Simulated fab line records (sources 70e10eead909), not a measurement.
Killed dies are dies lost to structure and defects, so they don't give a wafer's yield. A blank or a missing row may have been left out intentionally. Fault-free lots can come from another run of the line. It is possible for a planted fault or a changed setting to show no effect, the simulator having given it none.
fab line records ; flow nandHarc
[record] lots = 6; wafers = 18; lastDay = 33
route steps=1302 shown P_ZERO_WELL@30
lots that met no fault: taken from a fault-free run of the same line
startH: the number of hours between the record's first day and the start of the first shown wafer of the lot ; waitH: hours elapsed since this lot's preceding step ; " repeats the value in the row above ; L1.1+2: a single row standing in for several wafers ; - either no value or no given start ; * or withheld: withheld ; < > ~ a bound
route shown NAME@n: names a module that has steps shown in the file, with the first one's number in the route ; usual: mean and standard deviation over wafers with no fault ; same: alike in all rows ; chamber/n: place in a boat ; sites: the reading at each site ; _std_site: their standard deviation ; _edge_site: outer sites' mean less inner sites' ; radiusMm: for every site, how far away it sits from the centre of the wafer ; mask NAME#n: copy n ; behind: the most recent tool/chamber to have shaped the wafer ; hold: why the lot was held/for how many hours/how that ended ; device: which transistor (n, p or np) failed to switch ; end of line: at the end of the route, the tests of the same wafers ; a step with no rows: only its recipe ; killed: not the wafer's yield, but the dies lost to structure and defects at the first sort ; map: per-die view of a wafer (x killed, . not killed, _ where there is no die)
set.NAME: the setting that was run; set.NAME@STEP: the one run at that earlier step ; model.NAME: the simulator's own value behind a step, which no gauge read
lots at selected steps of the route; one table per step, one row per wafer
services: the hour from which a tool's chamber was out of use, counted from the record's first day as startH (under 0 if before that day), plus the number of hours and why
[[steps]]
[step NHARC_P_ZERO_WELL_HARDBAKE_25]
[recipe] tempC = 125; timeS = 80
[step NHARC_P_ZERO_WELL_DESCUM_26]
[recipe] timeS = 3; o2FlowSccm = 200; arFlowSccm = 0; biasPowerW = 0; chemistry = O2
[usual] drypumpMotorCurrentA = 5.6/0.49; oesProductAu = 1.003/0.0084; rfVppV = 57.8/0.86; showerheadPlenumPTorr = 1.92/0.069; throttleValvePct = 11.311/0.0088
lot.wafer;tool;chamber;startH;waitH;drypumpMotorCurrentA;oesProductAu;rfHoursCounterH;rfVppV;showerheadPlenumPTorr;throttleValvePct
L582.3;rieDiel-07;3;52.77;-;5.3;0.999;37;58.6;1.99;11.315
L582.6;rieDiel-07;1;52.77;-;5.7;1.010;-;58.8;1.95;11.311
L582.4;rieDiel-07;3;52.77;-;5.3;0.996;-;58.7;1.99;11.316
L587.3;rieDiel-07;0;103.34;-;6.3;1.010;54;57.2;1.89;11.309
L587.2;rieDiel-07;1;103.34;-;5.7;0.999;52;57.2;1.95;11.305
L587.6;rieDiel-07;1;103.34;-;5.7;1.015;-;58.4;1.95;11.315
L592.4;rieDiel-01;1;152.61;-;5.1;0.999;30;56.5;1.79;11.307
L592.5;rieDiel-01;2;152.61;-;5.1;0.995;-;58.5;1.95;11.310
L592.6;rieDiel-01;3;152.61;-;5.1;1.007;-;59.6;2.02;11.313
L596.1;rieDiel-07;0;192.75;-;6.3;1.019;23;57.4;1.88;11.304
L596.3;rieDiel-07;2;192.75;-;6.7;1.009;24;57.9;1.97;11.307
L596.4;rieDiel-07;3;192.75;-;5.3;1.011;27;58.7;1.97;11.309
L597.2;rieDiel-01;3;202.74;-;5.1;0.984;55;57.2;2.02;11.304
L597.4;rieDiel-01;1;202.74;-;5.1;1.001;47;57.9;1.78;11.337
L597.1;rieDiel-01;2;202.74;-;5.1;0.992;49;57.8;1.94;11.327
L600.3;rieDiel-04;1;232.72;-;5.7;1.006;16;57.4;1.93;11.311
L600.1;rieDiel-04;3;232.72;-;6.2;1.005;15;57.1;1.81;11.319
L600.6;rieDiel-04;0;232.72;-;5.5;1.001;-;55.6;1.88;11.317
[step NHARC_P_ZERO_WELL_IMPLANT_27]
[recipe] energyKev = 600; doseCm2 = 1e+13; tiltDeg = 7
[step NHARC_P_ZERO_WELL_IMPLANT_57]
[recipe] energyKev = 250; doseCm2 = 4e+12; tiltDeg = 7
[step NHARC_P_ZERO_WELL_IMPLANT_58]
[recipe] energyKev = 100; doseCm2 = 2e+12; tiltDeg = 7
[step NHARC_P_ZERO_WELL_STRIP_28]
[recipe] timeS = 840; tempC = 130; chemistry = SPM
[step NHARC_P_ZERO_WELL_DEHYDRATE_29]
[recipe] tempC = 150; timeS = 120
[step NHARC_P_ZERO_WELL_HMDS_30]
[recipe] timeS = 30
[step NHARC_P_ZERO_WELL_COAT_31]
[recipe] spinRpm = withheld
[step NHARC_P_ZERO_WELL_SOFTBAKE_32]
[recipe] tempC = 122; timeS = 95
[step NHARC_P_ZERO_WELL_EBR_33]
[step NHARC_P_ZERO_WELL_EXPOSE_34]
[recipe] na = 0.6; targetCdNm = 720; doseMj = 22.31; maskId = P_PWELL
[step NHARC_P_ZERO_WELL_PEB_35]
[recipe] pebTempC = 118; pebTimeS = 85
[usual] heaterPowerTotalW = 163.98/0.27; plateTempC = 117.99/0.14
lot.wafer;tool;chamber;startH;waitH;heaterPowerTotalW;plateTempC
L582.3;lithoTrack-03;0;54.04;0.1;164.14;117.95
L582.4;lithoTrack-03;0;54.04;0.1;163.76;117.92
L582.6;lithoTrack-03;0;54.04;0.1;164.14;118.16
L587.2;lithoTrack-07;0;104.74;0.1;164.33;117.58
L587.3;lithoTrack-07;0;104.74;0.1;164.05;117.66
L587.6;lithoTrack-07;0;104.74;0.1;163.70;117.66
L592.4;lithoTrack-02;0;163.03;0.0;163.71;118.21
L592.5;lithoTrack-02;0;163.03;0.0;164.17;118.17
L592.6;lithoTrack-02;0;163.03;0.0;164.36;117.98
L596.1;lithoTrack-07;0;194.01;0.1;159.55;115.60
L596.3;lithoTrack-07;0;194.01;0.1;159.74;115.66
L596.4;lithoTrack-07;0;194.01;0.1;159.40;115.62
L597.1;lithoTrack-07;0;204.12;0.1;159.81;115.75
L597.2;lithoTrack-07;0;204.12;0.1;159.69;115.28
L597.4;lithoTrack-07;0;204.12;0.1;159.43;115.48
L600.1;lithoTrack-03;0;233.97;0.1;163.60;118.25
L600.3;lithoTrack-03;0;233.97;0.1;163.80;118.20
L600.6;lithoTrack-03;0;233.97;0.1;163.67;118.27
[step NHARC_P_ZERO_WELL_DEVELOP_36]
[recipe] timeS = 70
[step NHARC_P_ZERO_WELL_CD_MEAS_37]
[recipe] targetCdNm = 720; landingEnergyEv = 500
[usual] cdNm = 719.5/1.3
lot.wafer;tool;chamber;startH;waitH;cdNm
L582.3;cdSem-01;0;54.13;-;718.6
L582.4;cdSem-01;0;54.13;-;720.0
L582.6;cdSem-01;0;54.13;-;720.1
L587.2;cdSem-02;0;104.83;-;720.0
L587.3;cdSem-02;0;104.83;-;717.8
L587.6;cdSem-02;0;104.83;-;718.6
L592.4;cdSem-01;0;163.12;-;718.3
L592.5;cdSem-01;0;163.12;-;717.3
L592.6;cdSem-01;0;163.12;-;718.8
L596.1;cdSem-03;0;194.10;-;716.5
L596.3;cdSem-03;0;194.10;-;715.5
L596.4;cdSem-03;0;194.10;-;715.5
L597.1;cdSem-02;0;204.21;-;715.8
L597.2;cdSem-02;0;204.21;-;716.1
L597.4;cdSem-02;0;204.21;-;716.4
L600.1;cdSem-01;0;234.06;-;721.4
L600.3;cdSem-01;0;234.06;-;721.2
L600.6;cdSem-01;0;234.06;-;720.2
[step NHARC_P_ZERO_WELL_HARDBAKE_38]
[recipe] tempC = 125; timeS = 80
[[services]]
tool;chamber;startH;hours;kind
rieDiel-07;0;47.59;-;clean
rieDiel-07;1;47.59;-;clean
rieDiel-07;2;47.59;-;clean
rieDiel-07;3;47.59;-;clean
rieDiel-07;2;51.25;2.8;repair
lithoTrack-02;-;52.00;7.0;pm
rieDiel-01;2;60.43;7.4;repair
rieDiel-07;0;72.23;-;clean
rieDiel-07;1;72.23;-;clean
rieDiel-07;2;72.23;-;clean
rieDiel-07;3;72.23;-;clean
lithoTrack-07;-;76.00;7.0;pm
rieDiel-07;-;79.50;2.4;repair
rieDiel-01;1;86.93;8.1;repair
rieDiel-07;0;96.73;-;clean
rieDiel-07;3;97.82;2.0;repair
lithoTrack-03;-;100.00;7.0;pm
rieDiel-07;-;117.47;9.0;pm
rieDiel-07;2;176.40;1.7;repair
rieDiel-04;-;180.29;9.0;pm
rieDiel-04;0;191.39;6.0;repair
rieDiel-01;-;204.75;9.0;pm
rieDiel-07;2;207.60;7.9;repair
lithoTrack-02;-;227.00;7.0;pm
[[key]]
[firstSign] step = NHARC_P_ZERO_WELL_PEB_35; reading = plateTempC; direction = down; sigmas = 17; usual = *; struck = *
[effect] step = NHARC_P_ZERO_WELL_PEB_35; reading = heaterPowerTotalW; direction = down; sigmas = 16; usual = *; struck = *
[effect] step = NHARC_P_ZERO_WELL_CD_MEAS_37; reading = cdNm; direction = down; sigmas = 2.7; usual = 719.5; struck = 716.0
metAt NHARC_P_ZERO_WELL_PEB_35
struckWafers L596.1,L596.3,L596.4,L597.1,L597.2,L597.4
testerLeftOut L596,L597
onsetBetween 104.74 194.01
[fault] kind = processParameterDrift; tool = lithoTrack-07; chamber = -; onsetH = 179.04; steps = NHARC_P_ZERO_WELL_PEB_35; channel = pebTempC; offset = *; shape = step; endH = 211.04; actsIn = *; stated = *
// testerLeftOut: of these lots the tester's yield and bins aren't shown, on N5 and GAA mostly nor the transistor test; their killed dies are dies lost to structure and defects alone, not to doping, threshold or leakage, so they don't give the yield
